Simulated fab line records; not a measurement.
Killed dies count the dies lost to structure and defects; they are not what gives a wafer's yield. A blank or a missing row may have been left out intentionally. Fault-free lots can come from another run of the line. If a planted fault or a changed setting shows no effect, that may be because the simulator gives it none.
Which tool was responsible? | flow n5-finfet | 72 wafers from 24 lots sampled at 5 of the route's 1938 steps

WHAT THE GAUGES SHOWED, per wafer
N5_BEOL_M12_THK_MEAS_50: measures by xrf.
lot  | measured     | on            | M12_THK (nm)
L074 | day 10 17:08 | film-metro-01 | 318 324 325
L077 | day 11 09:26 | film-metro-02 | 326 313 319
L075 | day 11 10:51 | film-metro-01 | 329 312 322
L078 | day 11 17:39 | film-metro-01 | 316 322 319
L076 | day 11 18:11 | film-metro-01 | 323 322 310
L081 | day 12 00:59 | film-metro-02 | 320 318 330
L079 | day 12 04:43 | film-metro-02 | 328 328 315
L080 | day 12 13:03 | film-metro-01 | 320 311 321
L082 | day 12 18:29 | film-metro-02 | 322 316 326
L083 | day 13 05:34 | film-metro-02 | 317 319 333
L084 | day 13 22:05 | film-metro-01 | 313 313 331
L088 | day 14 03:17 | film-metro-02 | 316 306 317
L085 | day 14 03:23 | film-metro-01 | 325 321 328
L086 | day 14 10:19 | film-metro-01 | 327 332 317
L087 | day 14 17:40 | film-metro-01 | 330 321 327
L089 | day 15 03:39 | film-metro-01 | 328 323 337
L090 | day 15 03:46 | film-metro-01 | 314 312 324
L092 | day 15 03:55 | film-metro-01 | 335 325 322
L091 | day 15 04:02 | film-metro-01 | 330 320 327
L093 | day 15 15:27 | film-metro-02 | 312 322 324
L097 | day 16 11:24 | film-metro-01 | 325 318 312
L095 | day 16 11:48 | film-metro-01 | 318 316 317
L094 | day 16 13:04 | film-metro-01 | 331 329 315
L096 | day 16 13:19 | film-metro-01 | 325 327 319

N5_BEOL_M13_THK_MEAS_01.
lot  | measured     | on            | M13_ILD_THK (nm)
L074 | day 10 17:29 | film-metro-01 | 820 827 833
L077 | day 11 09:46 | film-metro-02 | 842 830 846
L075 | day 11 11:13 | film-metro-02 | 826 846 851
L078 | day 11 17:59 | film-metro-02 | 818 829 854
L076 | day 11 18:34 | film-metro-01 | 845 838 840
L081 | day 12 01:20 | film-metro-02 | 835 837 875
L079 | day 12 05:04 | film-metro-01 | 825 837 830
L080 | day 12 13:23 | film-metro-01 | 850 864 854
L082 | day 12 18:50 | film-metro-01 | 833 850 844
L083 | day 13 05:58 | film-metro-01 | 836 857 858
L084 | day 13 22:26 | film-metro-01 | 834 831 850
L088 | day 14 03:37 | film-metro-01 | 847 854 839
L085 | day 14 03:44 | film-metro-02 | 840 843 855
L086 | day 14 10:39 | film-metro-01 | 844 841 851
L087 | day 14 18:01 | film-metro-02 | 831 844 852
L089 | day 15 04:04 | film-metro-01 | 832 825 843
L090 | day 15 04:10 | film-metro-01 | 839 846 844
L092 | day 15 04:16 | film-metro-02 | 840 824 842
L091 | day 15 04:26 | film-metro-01 | 831 842 832
L093 | day 15 15:47 | film-metro-02 | 840 850 847
L097 | day 16 11:45 | film-metro-02 | 828 836 828
L095 | day 16 12:08 | film-metro-02 | 836 836 846
L094 | day 16 13:24 | film-metro-01 | 835 842 839
L096 | day 16 13:39 | film-metro-01 | 831 824 843

N5_BEOL_M14_OVL_MEAS_11.
lot  | measured     | on         | V13_OVL (nm)
L074 | day 10 23:07 | overlay-01 | -6 2 -11
L077 | day 11 16:20 | overlay-02 | -1 -1 -9
L075 | day 11 16:56 | overlay-01 | -11 -16 -7
L078 | day 12 00:04 | overlay-02 | 8 8 5
L076 | day 12 00:14 | overlay-01 | -1 6 -2
L081 | day 12 08:14 | overlay-01 | 3 -9 4
L079 | day 12 14:23 | overlay-02 | -2 6 1
L080 | day 13 01:16 | overlay-01 | 5 2 -1
L082 | day 13 01:05 | overlay-01 | -13 -19 2
L083 | day 13 11:40 | overlay-01 | 1 6 1
L084 | day 14 04:28 | overlay-01 | -3 6 3
L088 | day 14 09:19 | overlay-02 | -1 1 5
L085 | day 14 10:42 | overlay-01 | -1 5 -1
L086 | day 14 18:34 | overlay-01 | 2 -2 3
L087 | day 14 23:37 | overlay-02 | -5 -3 0
L089 | day 15 14:22 | overlay-01 | -2 4 5
L090 | day 15 14:32 | overlay-02 | -10 -5 -1
L092 | day 15 14:41 | overlay-02 | -7 -5 -7
L091 | day 15 14:47 | overlay-02 | -6 -3 -2
L093 | day 15 20:43 | overlay-01 | -11 -12 -4
L097 | day 16 18:37 | overlay-01 | -8 -2 -4
L095 | day 16 22:06 | overlay-01 | 1 -4 2
L094 | day 16 22:32 | overlay-02 | 1 -1 4
L096 | day 16 23:00 | overlay-01 | 5 6 -2

N5_BEOL_M14_INSPECT_30: inspects for defects (macro).
lot  | measured     | on                | raw-defect-count
L074 | day 11 00:07 | defect-inspect-02 | 2 1 1
L077 | day 11 17:29 | defect-inspect-02 | 2 3 0
L075 | day 11 18:08 | defect-inspect-02 | 0 1 2
L078 | day 12 00:56 | defect-inspect-02 | 1 2 4
L076 | day 12 01:07 | defect-inspect-02 | 2 2 3
L081 | day 12 09:06 | defect-inspect-01 | 1 1 2
L079 | day 12 15:24 | defect-inspect-02 | 2 2 2
L080 | day 13 02:16 | defect-inspect-02 | 3 2 0
L082 | day 13 01:58 | defect-inspect-01 | 2 1 2
L083 | day 13 12:39 | defect-inspect-01 | 1 2 2
L084 | day 14 05:43 | defect-inspect-02 | 3 2 2
L088 | day 14 10:32 | defect-inspect-01 | 1 2 1
L085 | day 14 11:46 | defect-inspect-01 | 2 1 2
L086 | day 14 19:57 | defect-inspect-02 | 6 1 1
L087 | day 15 00:29 | defect-inspect-02 | 1 1 2
L089 | day 15 15:36 | defect-inspect-01 | 1 0 1
L090 | day 15 15:46 | defect-inspect-02 | 3 0 1
L092 | day 15 16:01 | defect-inspect-02 | 2 2 1
L091 | day 15 16:10 | defect-inspect-01 | 3 1 1
L093 | day 15 21:35 | defect-inspect-02 | 2 3 0
L097 | day 16 19:37 | defect-inspect-01 | 1 2 2
L095 | day 16 22:59 | defect-inspect-02 | 2 1 2
L094 | day 16 23:24 | defect-inspect-01 | 4 1 6
L096 | day 16 23:52 | defect-inspect-01 | 3 4 1

WHICH TOOL RAN EACH LOT (tool, then ch and the chambers of the sampled wafers, then the start)
lot  | N5_BEOL_M13_SPUTTER_44
L074 | pvd-sputter-03, day 10 21:17
L077 | pvd-sputter-02, day 11 14:01
L075 | pvd-sputter-03, day 11 14:08
L078 | pvd-sputter-03, day 11 20:40
L076 | pvd-sputter-01, day 11 21:01
L081 | pvd-sputter-01, day 12 06:26
L079 | pvd-sputter-03, day 12 12:32
L080 | pvd-sputter-02, day 12 23:26
L082 | pvd-sputter-03, day 12 23:17
L083 | pvd-sputter-03, day 13 09:50
L084 | pvd-sputter-01, day 14 02:40
L088 | pvd-sputter-01, day 14 07:31
L085 | pvd-sputter-02, day 14 08:34
L086 | pvd-sputter-02, day 14 16:40
L087 | pvd-sputter-01, day 14 21:54
L089 | pvd-sputter-03, day 15 09:56
L090 | pvd-sputter-01, day 15 10:00
L092 | pvd-sputter-03, day 15 10:28
L091 | pvd-sputter-01, day 15 10:29
L093 | pvd-sputter-03, day 15 18:40
L097 | pvd-sputter-03, day 16 16:49
L095 | pvd-sputter-03, day 16 20:25
L094 | pvd-sputter-02, day 16 20:52
L096 | pvd-sputter-03, day 16 21:00
- N5_BEOL_M13_SPUTTER_44: material Ta, target thk 10 nm, time 16.13 s.

AS READ BY THE TOOLS THEMSELVES (means over the sampled wafers that have a number; for cases with no such wafer, the mark the record gives instead)
N5_BEOL_M13_SPUTTER_44.
lot  | tool           | susceptor-temp-C (C) | throttle-valve-pct (%)
L074 | pvd-sputter-03 | 49.92                | 29.9
L077 | pvd-sputter-02 | 49.91                | 29.9
L075 | pvd-sputter-03 | 49.93                | 28.3
L078 | pvd-sputter-03 | 49.86                | 29.8
L076 | pvd-sputter-01 | 49.95                | 30.5
L081 | pvd-sputter-01 | 49.96                | 30.9
L079 | pvd-sputter-03 | 49.94                | 28.7
L080 | pvd-sputter-02 | 50.06                | 29.6
L082 | pvd-sputter-03 | 50.01                | 29.5
L083 | pvd-sputter-03 | 49.96                | 29.1
L084 | pvd-sputter-01 | 50.04                | 30.7
L088 | pvd-sputter-01 | 50.08                | 31.3
L085 | pvd-sputter-02 | 49.95                | 29.7
L086 | pvd-sputter-02 | 49.95                | 29.8
L087 | pvd-sputter-01 | 49.85                | 30.1
L089 | pvd-sputter-03 | 49.90                | 29.5
L090 | pvd-sputter-01 | 50.06                | 30.3
L092 | pvd-sputter-03 | 49.90                | 29.8
L091 | pvd-sputter-01 | 50.07                | 29.7
L093 | pvd-sputter-03 | 50.00                | 28.4
L097 | pvd-sputter-03 | 49.94                | 28.9
L095 | pvd-sputter-03 | 50.07                | 29.3
L094 | pvd-sputter-02 | 49.98                | 30.0
L096 | pvd-sputter-03 | 50.01                | 29.5

THE ANSWER, worked out from the rows above alone
Rule: the lots themselves supply what counts as usual. The widest of any qualifying gaps counts: lots, ordered by their means at a reading, are off when they make up no more than a third of the lots, leave a main group of 4 or more, and stand apart from it by 3 or more times the standard deviation of that group's means. The tables above print the reading to a certain number of digits; a main group whose means all agree to those digits is not used. A lot without any number at a reading at which 4 lots or more have one is off too. All remaining lots with rows at the step are treated as sound. The gauges are gone through in route order, then the tools' own readings, and for those a lot's mean is taken as printed above. The first step at which some lot is off is used, and at that step the reading that is off furthest; a lot without a number counts as furthest.
Nothing can be told from this: no lot is off at any reading shown.

WHAT HAD BEEN PUT IN BY THE SIMULATOR
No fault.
